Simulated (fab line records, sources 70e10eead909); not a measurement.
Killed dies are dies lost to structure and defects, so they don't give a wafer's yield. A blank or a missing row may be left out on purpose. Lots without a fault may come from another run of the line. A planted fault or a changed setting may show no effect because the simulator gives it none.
Chamber matching | flow nand_harc | NHARC_P_STI_ETCH_15 on rie_si-03: 4 sister chambers
The step etches the open film in HBr/Cl2, target depth 300 nm, time 100.1 s. 8 wafers are shown with their chamber, then 7 later ones without.

WAFERS WITH THEIR CHAMBER
wafer  | chamber | drypump_motor_current_A (A) | oes_product_au (a.u.)
L856.3 | 3       | 5.3                         | 1.011
L857.4 | 3       | 5.3                         | 1.020
L857.5 | 0       | 6.0                         | 1.014
L859.3 | 1       | 5.2                         | 0.990
L859.5 | 1       | 5.2                         | 0.996
L859.6 | 2       | 5.0                         | 1.000
L860.2 | 0       | 6.0                         | 1.004
L860.4 | 2       | 4.9                         | 1.004

WAFERS WITHOUT THEIR CHAMBER
wafer  | drypump_motor_current_A (A) | oes_product_au (a.u.)
L860.5 | 5.3                         | 0.995
L864.2 | 6.0                         | 1.008
L864.4 | 5.3                         | 1.010
L864.5 | 5.0                         | 1.011
L865.2 | 5.2                         | 0.985
L865.3 | 4.9                         | 1.006
L865.5 | 6.0                         | 1.002

WHICH CHAMBER EACH WENT THROUGH
wafer  | from the rows above     | in truth
L860.5 | can't be placed: 1 or 3 | 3
L864.2 | 0                       | 0
L864.4 | 3                       | 3
L864.5 | 2                       | 2
L865.2 | 1                       | 1
L865.3 | 2                       | 2
L865.5 | 0                       | 0
Placed correctly: 6 of 7. Can't be placed from these rows: 1 (the true chamber is among the candidates in 1). Placed wrongly: 0.
How it was worked out, from the rows above alone: a wafer's distance from a chamber is the root of the sum, over the readings, of the square of ((its reading less the chamber's mean) divided by the reading's scatter). The wafer belongs to the nearest chamber; if the next one is less than 2 further off, it can't be placed. A chamber's mean is the mean of its shown wafers. The scatter: the root of (the sum of the squares of (reading less its chamber's mean) over the shown wafers, divided by (wafers less chambers)).
